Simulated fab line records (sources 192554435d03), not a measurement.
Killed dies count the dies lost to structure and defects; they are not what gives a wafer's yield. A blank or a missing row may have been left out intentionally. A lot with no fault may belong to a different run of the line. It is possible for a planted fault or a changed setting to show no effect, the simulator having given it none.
A lot that was struck, set against a sound lot -- flow n5 finfet -- 37 steps out of a route of 1938
Sound: these wafers, L237.4, L237.5, L237.6. Struck: wafers L242.4, L242.5, L242.6. The cause comes at the end.
For every step that has rows: the tool of each side, followed by ch and its chambers, followed by its first start. Under that, the readings that differ: sound wafers -- struck wafers -- difference of the means -- sigmas: that difference in standard deviations of wafers without a fault.
alike: same words and numbers on both sides, and readings whose means sit less than 2 such deviations apart. not compared: any withheld reading, any reading some wafer has no value for, any bound like >300 that may hide the same value, and any number with overlapping values for which the record gives no deviation.
The two part at a step that has a row with sigmas, a row that says differs or no value, or rows on one side only. When numbers do not overlap yet have no deviation, they are printed without sigmas and do not part them. A reading that every wafer of one side lacks parts them only if that side has two wafers or more.

first, 9 steps without rows for these wafers: N5_BEOL_M4_ANNEAL_95 (time 240 s); N5_BEOL_M4_SPUTTER_96 (material Cu, target thk 4.5 nm, time 8.29 s); N5_BEOL_M4_ECD_50 (material Cu, target thk 300 nm); N5_BEOL_M4_ANNEAL_51 (time 90 s); N5_BEOL_M4_CMP_52 (polishes, stops on SiOC, t overpolish 6.8 s, target thk 40 nm); N5_BEOL_M4_PRE_CLEAN_60 (time 15 s); N5_BEOL_M4_CO_CAP_55 (material Co, precursor CCTBA/H2, target thk 2 nm, time 102.1 s); N5_BEOL_M4_PRE_CLEAN_56 (time 15 s); N5_BEOL_M4_DEP_57 (deposits SiCN from 3MS/NH3, target thk 8 nm, time 14 s).
N5_BEOL_M4_RC_MEAS_101:
  sound on prober-02 ch 0, day 9 07:23; struck on prober-01 ch 0, day 11 02:34
  alike: DIBL_N, DIBL_P, IOFF_N, IOFF_P, ION_N, ION_P, SS_N, SS_P, VT_N, VT_P
then, 24 steps without rows for these wafers: N5_BEOL_M5_ILD_DEP_00 (deposits SiCOH lowk from DEMS/porogen, target thk 140.64 nm, time 25.9 s); N5_BEOL_M5_CURE_79 (cures SiCOH lowk, time 240 s); N5_BEOL_M5_PECVD_70 (deposits SiO2 from TEOS/O2, target thk 16 nm, time 18 s); N5_BEOL_M5_HM_DEP_02 (deposits TiN, target thk 20 nm); N5_BEOL_M5_COAT_59 (time 60 s, resist thk 60 nm); N5_BEOL_M5_COAT_60 (time 60 s, resist thk 12 nm); N5_BEOL_M5_COAT_71 (time 60 s, resist thk 5 nm); N5_BEOL_M5_COAT_05 (resist thk 30 nm); N5_BEOL_M5_EBR_07; N5_BEOL_M5_SOFTBAKE_06 (time 60 s); N5_BEOL_M5_EXPOSE_08 (exposes mask M5, target cd 28 nm); N5_BEOL_M5_PEB_09 (peb time 60 s); N5_BEOL_M5_DEVELOP_10 (develop time 30 s); N5_BEOL_M5_DESCUM_16 (chemistry O2, time 7 s); N5_BEOL_M5_ETCH_72 (etches underlayer in N2/H2, target depth 6.5 nm, time 5.2 s); N5_BEOL_M5_ETCH_61 (etches SiARC in CF4, target depth 15.6 nm, time 26 s); N5_BEOL_M5_ETCH_62 (etches SOC in N2/H2, target depth 75 nm, overetch 15 nm, time 112.5 s); N5_BEOL_M5_STRIP_63 (strips in N2/H2); N5_BEOL_M5_STRIP_73 (strips in N2/H2); N5_BEOL_M5_STRIP_64 (strips in CF4); N5_BEOL_M5_HM_OPEN_17 (chemistry Cl2/BCl3, target TiN, target depth 20 nm, overetch 6 nm); N5_BEOL_M5_STRIP_19 (strips in O2); N5_BEOL_M5_COAT_65 (time 60 s, resist thk 60 nm); N5_BEOL_M5_COAT_66 (time 60 s, resist thk 12 nm).
N5_BEOL_M9_EXPOSE_25: exposes mask V8.
  sound on euv scanner-02 ch 0, day 11 02:46; struck on euv scanner-02 ch 0, day 13 00:03
reading,sound,struck,difference,sigmas
exposure dose mJ cm2,37.11 37.13 37.12,23.50 23.53 23.52,-13.60,-99 or more
  alike: mask
N5_BEOL_M9_CD_MEAS_28: target cd 70 nm.
  sound on cd sem-03 ch 0, day 11 02:52; struck on cd sem-02 ch 0, day 13 00:10
reading,sound,struck,difference,sigmas
cd nm (nm),70.11 70.06 69.87,57.49 58.07 58.09,-12.13,-45
-- the record jumps here: 3 days lie between the struck wafers' starts before and after (it left off in module BEOL_M9 and takes up again in module PASSIVATION, whose first step shown is number 1936 of the route) --
N5_PASSIVATION_PROBE_49:
  sound on prober-01 at day 13 10:48; struck on prober-02 at day 15 19:05
reading,sound,struck,difference,sigmas
defect limited yield (%),92.0 89.5 92.2,58.7 57.4 61.6,-32.0,-23
killed_at_M4_up,16 13 8,391 407 356,+372,+66
killed dies,94 124 92,487 503 453,+378,+22
killed on rim,12 16 11,112 128 113,+105,+26
sort_bin_5_function (%),4.4 5.5 5.2,37.6 39.3 34.6,+32.1,+34
sort n pass,1086 1055 1088,693 677 727,-377,-22
  alike: killed_at_M0_to_M3, killed at contacts, killed at front end, killed at other, killed open, killed short, sort_bin_6_memory, sort_bin_8_speed

== WHERE THEY PART ==
Last at N5_PASSIVATION_PROBE_49 as far as this record goes, first at N5_BEOL_M9_EXPOSE_25.

WHY: what the simulator had put in
Drift in process parameters on euv scanner-02 at N5_BEOL_M9_EXPOSE_25, starting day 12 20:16. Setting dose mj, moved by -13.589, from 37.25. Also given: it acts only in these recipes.
